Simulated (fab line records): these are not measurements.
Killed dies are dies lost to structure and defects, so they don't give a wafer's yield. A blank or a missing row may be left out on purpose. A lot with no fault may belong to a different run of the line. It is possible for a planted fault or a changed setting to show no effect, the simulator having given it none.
A struck lot beside a sound one | flow nand-harc | 17 out of 1159 route steps
Sound: the wafers L132.1, L132.4, L132.5. Struck: wafers L134.2, L134.3, L134.6. At the end, the cause is stated.
At each step with rows: each side's tool, then ch and its chambers, then its first start. Under that, the readings that differ: sound wafers | struck wafers | difference of the means | sigmas: that difference in standard deviations of wafers without a fault.
alike: same words and numbers on both sides, and readings whose means sit less than 2 such deviations apart. not compared: any withheld reading, any reading some wafer has no value for, any bound like >300 that may hide the same value, and any number with overlapping values for which the record gives no deviation.
Wherever a step has rows on one side only, a row that says differs or no value, or a row with sigmas, the two part there. Numbers that have no deviation but don't overlap get no sigmas and don't part them. A reading missing from all wafers of one side parts the sides only when that side holds two or more wafers.

NHARC_P_ZERO_WELL_CD_MEAS_24 targets a cd of 720 nm.
  sound on cd-sem-03 ch 0, day 3 02:37; struck on cd-sem-03 ch 0, day 3 14:33
  alike: cd-nm
then, 1 step without rows for these wafers: NHARC_P_ZERO_WELL_HARDBAKE_25 (time 80 s).
NHARC_P_ZERO_WELL_DESCUM_26: chemistry O2, time 3 s.
  sound on rie-diel-10 ch 1,2, day 3 02:47; struck on rie-diel-06 ch 0,2, day 3 14:43
  alike: drypump-motor-current-A, oes-product-au, rf-vpp-V, showerhead-plenum-p-Torr, throttle-valve-pct
  not compared: rf-hours-counter-h
then, 9 steps without rows for these wafers: NHARC_P_ZERO_WELL_IMPLANT_27; NHARC_P_ZERO_WELL_IMPLANT_57; NHARC_P_ZERO_WELL_IMPLANT_58; NHARC_P_ZERO_WELL_STRIP_28 (strips in SPM, time 840 s); NHARC_P_ZERO_WELL_DEHYDRATE_29 (time 120 s); NHARC_P_ZERO_WELL_HMDS_30 (time 30 s); NHARC_P_ZERO_WELL_COAT_31; NHARC_P_ZERO_WELL_SOFTBAKE_32 (time 95 s); NHARC_P_ZERO_WELL_EBR_33.
NHARC_P_ZERO_WELL_EXPOSE_34: exposes mask P PWELL, target cd 720 nm.
  sound on krf-scanner-04 ch 0, day 3 04:07; struck on krf-scanner-04 ch 0, day 3 15:56
  reading | sound                         | struck                        | difference | sigmas
  mask    | P_PWELL#0 P_PWELL#0 P_PWELL#0 | P_NWELL#0 P_NWELL#0 P_NWELL#0 | differs    |
then, 2 steps without rows for these wafers: NHARC_P_ZERO_WELL_PEB_35 (peb time 85 s); NHARC_P_ZERO_WELL_DEVELOP_36 (time 70 s).
NHARC_P_ZERO_WELL_CD_MEAS_37 targets a cd of 720 nm.
  sound on cd-sem-03 ch 0, day 3 04:16; struck on cd-sem-02 ch 0, day 3 16:05
  reading    | sound             | struck | difference                    | sigmas
  cd-nm (nm) | 720.3 719.5 718.8 | - - -  | no value on the struck wafers |
then, 1 step without rows for these wafers: NHARC_P_ZERO_WELL_HARDBAKE_38 (time 80 s).

## WHERE THEY PART
Last at NHARC_P_ZERO_WELL_CD_MEAS_37 as far as this record goes, first at NHARC_P_ZERO_WELL_EXPOSE_34.

WHY: what had been put in by the simulator
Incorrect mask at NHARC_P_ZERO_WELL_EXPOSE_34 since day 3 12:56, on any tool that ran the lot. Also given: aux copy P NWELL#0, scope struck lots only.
